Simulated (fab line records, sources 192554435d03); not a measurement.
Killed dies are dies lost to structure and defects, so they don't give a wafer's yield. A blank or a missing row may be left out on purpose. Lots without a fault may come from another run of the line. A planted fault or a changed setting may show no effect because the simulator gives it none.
fab line records | flow n5_finfet
record lots=24 wafers=72 last_day=20
route steps=1938 shown BEOL_M3@1018 BEOL_M4@1021
lots that met no fault: from a run of the same line without faults
start_h: hours from the record's first day to the start of the lot's first wafer shown | wait_h: hours since the lot's step before | " the same as in the row above | L1.1+2: a row that stands for several wafers | - no value, or no start given | * or withheld: withheld | < > ~ a bound
route shown NAME@n: a module of which the file shows steps, and the number in the route of the first | usual: mean/standard deviation of fault-free wafers | same: alike in all rows | chamber/n: place in a boat | sites: the reading at each site | _std_site: their standard deviation | _edge_site: outer sites' mean less inner sites' | radius_mm: how far each site lies from the wafer's centre | mask NAME#n: copy n | behind: the tool/chamber that last shaped the wafer | hold: why the lot was held/for how many hours/how that ended | device: the transistor (n, p or np) that didn't switch | end of line: the same wafers' tests at the end of the route | a step without rows: its recipe alone | killed: dies lost to structure and defects at the first sort, not the wafer's yield | map: a wafer's dies, x killed, . not, _ none there
set.NAME: the setting as run; set.NAME@STEP: as run at that earlier step | model.NAME: the simulator's own value behind a step, which no gauge read
steps of the route over a sample of lots; a table a step, a row a wafer
services: from which hour (start_h, from the record's first day; less than 0 if before it) a tool's chamber was out of use, for how many hours, and why
## steps
# step N5_BEOL_M3_DEP_57
# recipe material=SiCN target_thk_a=80 temp_c=withheld precursor=3MS/NH3 pressure_torr=3 rf_w=202 time_s=14
# usual showerhead_plenum_p_Torr=3.659/0.012 throttle_valve_pct=9.0/0.49
# columns lot.wafer tool chamber start_h wait_h showerhead_plenum_p_Torr throttle_valve_pct
L074.2 pecvd-02 0 166.27 0.0 3.682 9.8
L074.4 " 1 " " 3.655 9.2
L074.6 " 0 " " 3.690 9.8
L075.2 pecvd-04 0 171.27 0.0 3.660 9.1
L075.4 " 2 " " 3.652 9.0
L075.5 " 1 " " 3.662 10.0
L076.3 pecvd-04 0 183.86 0.0 3.658 9.2
L076.4 " 0 " " 3.662 9.1
L076.5 " 1 " " 3.655 10.5
L077.1 pecvd-03 1 189.57 0.0 3.649 8.7
L077.5 " 1 " " 3.646 8.6
L077.6 " 2 " " 3.664 8.8
L079.1 pecvd-03 0 191.78 0.0 3.652 8.8
L079.2 " 1 " " 3.644 8.8
L079.3 " 2 " " 3.671 8.4
L078.1 pecvd-04 2 191.90 0.0 3.649 9.0
L078.4 " 1 " " 3.656 10.0
L078.5 " 0 " " 3.646 9.4
L080.1 pecvd-04 0 219.83 0.0 3.664 9.4
L080.2 " 1 " " 3.657 9.9
L080.4 " 0 " " 3.666 9.0
L081.2 pecvd-03 0 223.38 0.0 3.647 9.1
L081.3 " 1 " " 3.649 8.8
L081.4 " 2 " " 3.652 8.4
L082.3 pecvd-03 0 239.66 0.0 3.642 8.8
L082.5 " 2 " " 3.658 8.6
L082.6 " 0 " " 3.645 9.1
L083.1 pecvd-02 0 261.40 0.0 3.695 9.5
L083.3 " 2 " " 3.649 8.3
L083.5 " 1 " " 3.660 8.8
L084.3 pecvd-02 1 273.70 0.0 3.661 9.4
L084.5 " 0 " " 3.685 9.5
L084.6 " 1 " " 3.657 9.1
L085.3 pecvd-02 1 278.46 0.0 3.654 9.0
L085.4 " 1 " " 3.656 9.0
L085.6 " 0 " " 3.701 9.6
L086.2 pecvd-02 0 280.02 0.0 3.690 9.8
L086.3 " 1 " " 3.655 9.2
L086.5 " 0 " " 3.685 9.6
L089.2 pecvd-02 1 282.98 0.0 3.658 9.0
L089.3 " 2 " " 3.649 8.5
L089.5 " 2 " " 3.660 8.6
L088.1 pecvd-03 2 283.61 0.0 3.672 8.7
L088.3 " 1 " " 3.663 8.6
L088.6 " 2 " " 3.664 8.5
L087.1 pecvd-02 1 287.26 0.0 3.659 9.0
L087.2 " 2 " " 3.657 8.4
L087.5 " 1 " " 3.655 9.3
L090.4 pecvd-02 1 291.97 0.0 3.667 9.2
L090.5 " 2 " " 3.654 8.3
L090.6 " 0 " " 3.680 9.6
L092.3 pecvd-03 1 294.04 0.0 3.650 8.8
L092.4 " 1 " " 3.653 8.8
L092.5 " 0 " " 3.653 8.7
L091.2 pecvd-03 0 295.96 0.0 3.644 8.9
L091.4 " 1 " " 3.656 8.8
L091.6 " 2 " " 3.665 8.7
L093.1 pecvd-03 0 298.54 0.0 3.653 9.0
L093.2 " 1 " " 3.662 8.6
L093.6 " 0 " " 3.650 9.0
L094.1 pecvd-02 1 300.26 0.0 3.663 9.5
L094.2 " 2 " " 3.654 8.2
L094.6 " 1 " " 3.654 9.3
L095.2 pecvd-03 0 301.09 0.0 3.659 8.6
L095.3 " 1 " " 3.650 8.6
L095.6 " 1 " " 3.652 9.0
L096.1 pecvd-03 1 303.65 0.0 3.656 8.6
L096.2 " 0 " " 3.640 8.6
L096.4 " 0 " " 3.657 9.1
L097.1 pecvd-02 0 331.72 0.0 3.687 9.9
L097.2 " 1 " " 3.660 9.2
L097.4 " 0 " " 3.681 9.8
# step N5_BEOL_M4_ILD_DEP_00
# recipe material=SiOC target_thk_a=790 temp_c=350 precursor=DEMS/O2 pressure_torr=5 rf_w=500 time_s=15.3
# usual heater_power_w=539/64 showerhead_plenum_p_Torr=5.687/0.012 throttle_valve_pct=11.9/0.59
# columns lot.wafer tool chamber start_h wait_h heater_power_w showerhead_plenum_p_Torr throttle_valve_pct
L074.2 pecvd-01 2 166.41 0.0 524 5.700 11.4
L074.4 " 2 " " 523 5.704 11.3
L074.6 " 0 " " 513 5.688 12.3
L075.2 pecvd-03 0 171.40 0.0 492 5.681 11.5
L075.4 " 1 " " 473 5.668 11.5
L075.5 " 2 " " 674 5.674 11.3
L076.3 pecvd-01 1 183.99 0.0 482 5.682 12.4
L076.4 " 2 " " 502 5.696 11.3
L076.5 " 1 " " 478 5.701 12.5
L077.1 pecvd-01 2 189.70 0.0 578 5.693 11.3
L077.5 " 2 " " 590 5.706 11.4
L077.6 " 0 " " 573 5.664 12.5
L079.1 pecvd-01 1 191.91 0.0 539 5.683 12.1
L079.2 " 0 " " 622 5.683 12.4
L079.3 " 2 " " 514 5.691 11.1
L078.1 pecvd-04 1 192.03 0.0 506 5.682 13.3
L078.4 " 2 " " 654 5.675 11.9
L078.5 " 1 " " 497 5.680 13.5
L080.1 pecvd-01 0 219.98 0.0 584 5.685 12.6
L080.2 " 1 " " 522 5.684 12.2
L080.4 " 2 " " 500 5.712 11.4
L081.2 pecvd-01 1 223.51 0.0 474 5.681 12.2
L081.3 " 2 " " 523 5.694 11.4
L081.4 " 0 " " 552 5.677 12.3
L082.3 pecvd-01 1 239.79 0.0 525 5.700 12.3
L082.5 " 0 " " 589 5.671 12.4
L082.6 " 2 " " 573 5.715 11.4
L083.1 pecvd-01 1 261.53 0.0 525 5.694 12.2
L083.3 " 0 " " 581 5.684 12.6
L083.5 " 0 " " 607 5.695 12.8
L084.3 pecvd-03 2 273.83 0.0 630 5.693 11.4
L084.5 " 0 " " 528 5.669 11.7
L084.6 " 2 " " 621 5.714 11.2
L085.3 pecvd-04 1 278.59 0.0 503 5.685 13.2
L085.4 " 2 " " 632 5.662 11.3
L085.6 " 0 " " 476 5.694 12.3
L086.2 pecvd-04 2 280.19 0.0 695 5.681 11.3
L086.3 " 0 " " 490 5.678 12.0
L086.5 " 1 " " 474 5.697 13.4
L089.2 pecvd-03 1 283.11 0.0 474 5.676 11.7
L089.3 " 2 " " 663 5.680 11.4
L089.5 " 2 " " 535 5.696 11.5
L088.1 pecvd-04 0 283.76 0.0 458 5.699 12.3
L088.3 " 2 " " 696 5.680 11.3
L088.6 " 0 " " 447 5.684 12.1
L087.1 pecvd-03 1 287.41 0.0 498 5.675 11.3
L087.2 " 0 " " 549 5.685 11.9
L087.5 " 1 " " 501 5.682 11.6
L090.4 pecvd-01 2 292.10 0.1 568 5.701 11.3
L090.5 " 0 " " 536 5.700 12.3
L090.6 " 1 " " 546 5.686 12.3
L092.3 pecvd-01 2 294.17 0.0 530 5.721 11.6
L092.4 " 2 " " 546 5.699 11.5
L092.5 " 0 " " 602 5.669 12.5
L091.2 pecvd-03 0 296.09 0.0 523 5.674 11.4
L091.4 " 1 " " 393 5.674 11.6
L091.6 " 0 " " 525 5.672 12.0
L093.1 pecvd-01 1 298.67 0.0 537 5.673 12.1
L093.2 " 0 " " 615 5.691 12.5
L093.6 " 0 " " 626 5.686 12.7
L094.1 pecvd-03 2 300.39 0.0 558 5.687 11.7
L094.2 " 0 " " 464 5.690 11.7
L094.6 " 1 " " 427 5.684 11.6
L095.2 pecvd-01 2 301.52 0.0 514 5.703 11.4
L095.3 " 1 " " 504 5.694 12.3
L095.6 " 2 " " 511 5.709 11.4
L096.1 pecvd-01 0 303.78 0.0 628 5.682 12.5
L096.2 " 2 " " 513 5.714 11.4
L096.4 " 1 " " 475 5.696 12.2
L097.1 pecvd-03 0 331.85 0.0 514 5.689 11.6
L097.2 " 2 " " 627 5.684 11.5
L097.4 " 0 " " 521 5.677 11.8
# step N5_BEOL_M4_CD_MEAS_28
# recipe target_cd_nm=26.2 landing_energy_ev=500 detector=se_inlens target_cd_y_nm=24.1 polarity=opening
# usual cd_nm=26.26/0.23
# columns lot.wafer tool chamber start_h wait_h cd_nm
L074.2 cd_sem-02 0 168.85 - 26.42
L074.4 " 0 " " 26.26
L074.6 " 0 " " 26.81
L075.2 cd_sem-01 0 173.78 - 26.14
L075.4 " 0 " " 25.81
L075.5 " 0 " " 25.88
L076.3 cd_sem-03 0 185.69 - 26.48
L076.4 " 0 " " 26.19
L076.5 " 0 " " 26.24
L077.1 cd_sem-03 0 192.91 - 25.97
L077.5 " 0 " " 26.26
L077.6 " 0 " " 26.18
L079.1 cd_sem-01 0 193.56 - 25.87
L079.2 " 0 " " 26.45
L079.3 " 0 " " 26.41
L078.1 cd_sem-02 0 193.92 - 26.28
L078.4 " 0 " " 26.39
L078.5 " 0 " " 26.29
L080.1 cd_sem-02 0 224.00 - 26.09
L080.2 " 0 " " 26.03
L080.4 " 0 " " 26.00
L081.2 cd_sem-03 0 225.20 - 26.45
L081.3 " 0 " " 26.20
L081.4 " 0 " " 26.31
L082.3 cd_sem-01 0 241.80 - 26.22
L082.5 " 0 " " 26.50
L082.6 " 0 " " 26.23
L083.1 cd_sem-01 0 263.25 - 26.19
L083.3 " 0 " " 26.53
L083.5 " 0 " " 26.54
L084.3 cd_sem-03 0 277.65 - 26.49
L084.5 " 0 " " 26.02
L084.6 " 0 " " 26.42
L085.3 cd_sem-01 0 280.71 - 26.46
L085.4 " 0 " " 26.15
L085.6 " 0 " " 25.99
L086.2 cd_sem-03 0 283.82 - 25.93
L086.3 " 0 " " 26.18
L086.5 " 0 " " 26.00
L089.2 cd_sem-03 0 284.87 - 26.34
L089.3 " 0 " " 26.33
L089.5 " 0 " " 25.98
L088.1 cd_sem-02 0 285.61 - 25.82
L088.3 " 0 " " 26.41
L088.6 " 0 " " 26.30
L087.1 cd_sem-01 0 289.79 - 26.46
L087.2 " 0 " " 26.51
L087.5 " 0 " " 26.17
L090.4 cd_sem-01 0 295.49 - 26.10
L090.5 " 0 " " 26.13
L090.6 " 0 " " 26.18
L092.3 cd_sem-01 0 296.72 - 26.24
L092.4 " 0 " " 26.37
L092.5 " 0 " " 26.19
L091.2 cd_sem-01 0 300.64 - 26.79
L091.4 " 0 " " 26.27
L091.6 " 0 " " 26.43
L093.1 cd_sem-01 0 301.54 - 26.22
L093.2 " 0 " " 26.11
L093.6 " 0 " " 26.02
L094.1 cd_sem-03 0 301.95 - 26.00
L094.2 " 0 " " 26.49
L094.6 " 0 " " 26.50
L095.2 cd_sem-01 0 305.01 - 26.10
L095.3 " 0 " " 26.16
L095.6 " 0 " " 26.52
L096.1 cd_sem-01 0 305.63 - 26.38
L096.2 " 0 " " 26.18
L096.4 " 0 " " 26.07
L097.1 cd_sem-02 0 336.99 - 26.45
L097.2 " 0 " " 26.09
L097.4 " 0 " " 25.81
# step N5_BEOL_M4_DEGAS_44
# recipe ambient=vacuum temp_c=250 time_s=60
# usual heater_power_w=335/31
# columns lot.wafer tool chamber start_h wait_h heater_power_w
L074.2 pvd_sputter-01 - 184.73 0.3 331
L074.4 " - " " 288
L074.6 " - " " 288
L075.2 pvd_sputter-01 - 188.20 0.1 356
L075.4 " - " " 279
L075.5 " - " " 337
L076.3 pvd_sputter-02 - 193.26 0.5 362
L076.4 " - " " 327
L076.5 " - " " 355
L078.1 pvd_sputter-02 - 212.26 0.0 335
L078.4 " - " " 383
L078.5 " - " " 323
L077.1 pvd_sputter-03 - 223.21 0.1 298
L077.5 " - " " 326
L077.6 " - " " 404
L080.1 pvd_sputter-03 - 237.28 0.6 322
L080.2 " - " " 389
L080.4 " - " " 297
L079.1 pvd_sputter-03 - 237.44 0.6 415
L079.2 " - " " 295
L079.3 " - " " 327
L081.2 pvd_sputter-02 - 240.58 0.3 355
L081.3 " - " " 333
L081.4 " - " " 315
L082.3 pvd_sputter-02 - 243.72 0.4 378
L082.5 " - " " 312
L082.6 " - " " 365
L083.1 pvd_sputter-02 - 273.58 0.7 395
L083.3 " - " " 311
L083.5 " - " " 375
L084.3 pvd_sputter-01 - 282.97 0.3 350
L084.5 " - " " 294
L084.6 " - " " 349
L085.3 pvd_sputter-01 - 288.60 0.2 292
L085.4 " - " " 330
L085.6 " - " " 283
L086.2 pvd_sputter-03 - 291.58 0.1 416
L086.3 " - " " 297
L086.5 " - " " 407
L088.1 pvd_sputter-01 - 294.28 0.1 333
L088.3 " - " " 352
L088.6 " - " " 324
L087.1 pvd_sputter-03 - 300.33 0.3 328
L087.2 " - " " 320
L087.5 " - " " 323
L089.2 pvd_sputter-01 - 300.40 0.3 329
L089.3 " - " " 335
L089.5 " - " " 338
L090.4 pvd_sputter-01 - 304.59 0.2 285
L090.5 " - " " 288
L090.6 " - " " 357
L092.3 pvd_sputter-01 - 310.06 0.4 334
L092.4 " - " " 286
L092.5 " - " " 344
L094.1 pvd_sputter-01 - 318.50 0.6 284
L094.2 " - " " 353
L094.6 " - " " 348
L091.2 pvd_sputter-01 - 318.74 0.2 280
L091.4 " - " " 347
L091.6 " - " " 329
L095.2 pvd_sputter-02 - 322.24 0.5 345
L095.3 " - " " 309
L095.6 " - " " 317
L093.1 pvd_sputter-02 - 327.50 0.3 327
L093.2 " - " " 384
L093.6 " - " " 338
L096.1 pvd_sputter-02 - 330.24 0.3 382
L096.2 " - " " 327
L096.4 " - " " 331
L097.1 pvd_sputter-01 - 357.85 0.2 340
L097.2 " - " " 351
L097.4 " - " " 341
# step N5_BEOL_M4_ALD_84
# recipe material=TaN target_thk_a=* temp_c=275 ald_precursor_family=PDMAT ald_co_reactant=NH3 pressure_torr=3 carrier_flow_sccm=1500 pulse_time_s=2 purge_time_s=3 co_reactant_purge_time_s=2 co_reactant_pulse_time_s=3 ald_cycles=30 precursor_vessel_temp_c=75 precursor_vessel_pressure_torr=26.25 precursor_vessel_carrier_sccm=1000
# usual heater_power_w=411/42
# same co_reactant_pulse_time_s=3 co_reactant_purge_time_s=2 purge_time_s=3
# columns lot.wafer tool chamber start_h wait_h heater_power_w
L074.2 ald_metal-01 2 184.94 0.2 444
L074.4 " 0 " " 354
L074.6 " 1 " " 361
L075.2 ald_metal-01 2 188.40 0.1 436
L075.4 " 0 " " 363
L075.5 " 2 " " 421
L076.3 ald_metal-04 1 193.36 0.0 444
L076.4 " 2 " " 361
L076.5 " 2 " " 362
L078.1 ald_metal-04 0 212.36 0.0 417
L078.4 " 3 " " 466
L078.5 " 0 " " 410
L077.1 ald_metal-04 3 223.31 0.0 471
L077.5 " 3 " " 463
L077.6 " 1 " " 443
L080.1 ald_metal-02 0 237.50 0.2 433
L080.2 " 3 " " 477
L080.4 " 3 " " 480
L079.1 ald_metal-04 1 237.62 0.1 444
L079.2 " 3 " " 472
L079.3 " 0 " " 418
L081.2 ald_metal-01 0 240.69 0.0 354
L081.3 " 1 " " 355
L081.4 " 3 " " 423
L082.3 ald_metal-01 2 243.84 0.1 435
L082.5 " 0 " " 361
L082.6 " 1 " " 359
L083.1 ald_metal-01 0 273.70 0.1 351
L083.3 " 3 " " 433
L083.5 " 1 " " 364
L084.3 ald_metal-02 3 283.25 0.2 469
L084.5 " 3 " " 482
L084.6 " 1 " " 388
L085.3 ald_metal-01 2 288.70 0.0 435
L085.4 " 1 " " 367
L085.6 " 0 " " 347
L086.2 ald_metal-02 1 291.70 0.1 391
L086.3 " 0 " " 446
L086.5 " 3 " " 468
L088.1 ald_metal-02 0 294.38 0.0 425
L088.3 " 1 " " 383
L088.6 " 1 " " 387
L087.1 ald_metal-04 2 300.55 0.2 366
L087.2 " 0 " " 402
L087.5 " 1 " " 442
L089.2 ald_metal-01 2 300.62 0.2 431
L089.3 " 3 " " 425
L089.5 " 2 " " 436
L090.4 ald_metal-01 0 304.69 0.0 355
L090.5 " 1 " " 357
L090.6 " 0 " " 347
L092.3 ald_metal-02 3 310.17 0.0 488
L092.4 " 1 " " 398
L092.5 " 0 " " 444
L094.1 ald_metal-01 0 318.62 0.1 353
L094.2 " 3 " " 420
L094.6 " 3 " " 430
L091.2 ald_metal-02 0 318.85 0.0 433
L091.4 " 0 " " 443
L091.6 " 1 " " 382
L095.2 ald_metal-04 1 322.35 0.0 443
L095.3 " 0 " " 425
L095.6 " 0 " " 418
L093.1 ald_metal-01 3 327.60 0.0 429
L093.2 " 1 " " 357
L093.6 " 1 " " 360
L096.1 ald_metal-01 2 330.34 0.0 444
L096.2 " 1 " " 359
L096.4 " 3 " " 430
L097.1 ald_metal-01 1 357.95 0.0 369
L097.2 " 0 " " 358
L097.4 " 3 " " 440
# step N5_BEOL_M4_SPUTTER_88
# recipe material=Cu target_thk_a=45 temp_c=-20 chamber_pressure_pa=0.07 power_w=withheld time_s=8.29
# usual throttle_valve_pct=29.8/0.79
# columns lot.wafer tool chamber start_h wait_h throttle_valve_pct
L074.2 pvd_sputter-03 - 186.58 0.1 29.2
L074.4 " - " " 28.8
L074.6 " - " " 29.1
L075.2 pvd_sputter-01 - 191.76 0.1 29.7
L075.4 " - " " 31.2
L075.5 " - " " 31.3
L076.3 pvd_sputter-02 - 196.38 0.1 29.1
L076.4 " - " " 29.5
L076.5 " - " " 30.2
L078.1 pvd_sputter-03 - 213.69 0.1 29.9
L078.4 " - " " 31.0
L078.5 " - " " 30.5
L077.1 pvd_sputter-03 - 224.66 0.1 29.6
L077.5 " - " " 30.4
L077.6 " - " " 29.7
L080.1 pvd_sputter-03 - 239.22 0.1 29.7
L080.2 " - " " 30.7
L080.4 " - " " 28.8
L079.1 pvd_sputter-01 - 239.59 0.1 30.3
L079.2 " - " " 28.3
L079.3 " - " " 31.2
L081.2 pvd_sputter-01 - 243.97 0.1 29.9
L081.3 " - " " 28.2
L081.4 " - " " 31.1
L082.3 pvd_sputter-02 - 245.56 0.1 30.2
L082.5 " - " " 29.8
L082.6 " - " " 30.4
L083.1 pvd_sputter-01 - 275.24 0.1 28.1
L083.3 " - " " 30.1
L083.5 " - " " 28.2
L084.3 pvd_sputter-02 - 286.18 0.1 29.6
L084.5 " - " " 29.7
L084.6 " - " " 30.2
L085.3 pvd_sputter-02 - 290.04 0.1 29.8
L085.4 " - " " 28.9
L085.6 " - " " 29.7
L086.2 pvd_sputter-01 - 293.22 0.1 28.5
L086.3 " - " " 30.0
L086.5 " - " " 29.8
L088.1 pvd_sputter-02 - 295.94 0.1 29.1
L088.3 " - " " 29.5
L088.6 " - " " 30.0
L087.1 pvd_sputter-02 - 302.22 0.1 29.6
L087.2 " - " " 30.2
L087.5 " - " " 29.0
L089.2 pvd_sputter-01 - 303.63 0.1 28.1
L089.3 " - " " 31.2
L089.5 " - " " 30.2
L090.4 pvd_sputter-03 - 306.34 0.1 29.2
L090.5 " - " " 29.4
L090.6 " - " " 30.4
L092.3 pvd_sputter-01 - 311.68 0.1 28.4
L092.4 " - " " 29.7
L092.5 " - " " 30.1
L094.1 pvd_sputter-01 - 320.44 0.1 31.1
L094.2 " - " " 30.1
L094.6 " - " " 30.2
L091.2 pvd_sputter-03 - 320.57 0.1 29.3
L091.4 " - " " 29.4
L091.6 " - " " 29.6
L095.2 pvd_sputter-03 - 323.83 0.1 29.1
L095.3 " - " " 29.7
L095.6 " - " " 30.6
L093.1 pvd_sputter-01 - 329.01 0.1 30.4
L093.2 " - " " 31.2
L093.6 " - " " 28.3
L096.1 pvd_sputter-01 - 331.73 0.1 28.2
L096.2 " - " " 31.1
L096.4 " - " " 30.2
L097.1 pvd_sputter-03 - 359.39 0.1 30.6
L097.2 " - " " 29.0
L097.4 " - " " 29.4
## services
# columns tool chamber start_h hours kind
pvd_sputter-01 - 143.27 4.6 repair
pecvd-03 0 144.63 19.6 repair
pecvd-01 - 160.83 0.8 repair
ald_metal-04 0 161.70 29.6 repair
pecvd-02 2 163.09 76.1 repair
pecvd-01 - 203.81 0.8 pm
ald_metal-01 - 210.02 1.2 pm
ald_metal-02 2 212.41 186.2 repair
pecvd-01 - 218.69 0.9 repair
ald_metal-04 0 220.13 4.8 repair
ald_metal-04 - 222.03 1.1 repair
ald_metal-02 3 226.62 7.0 repair
pecvd-01 2 236.31 2.1 scheduled_down
pecvd-03 1 243.89 5.5 scheduled_down
pecvd-03 0 281.20 5.5 scheduled_down
pecvd-04 - 288.42 33.3 repair
pecvd-02 - 297.46 0.3 repair
ald_metal-04 2 311.79 21.3 repair
pecvd-04 - 328.99 0.3 repair
ald_metal-02 - 337.43 14.0 pm
pecvd-04 0 344.54 23.9 repair
pvd_sputter-01 - 344.74 1.6 repair
pecvd-03 2 344.90 2.2 repair
pvd_sputter-02 - 351.20 11.7 repair
## key
fault none
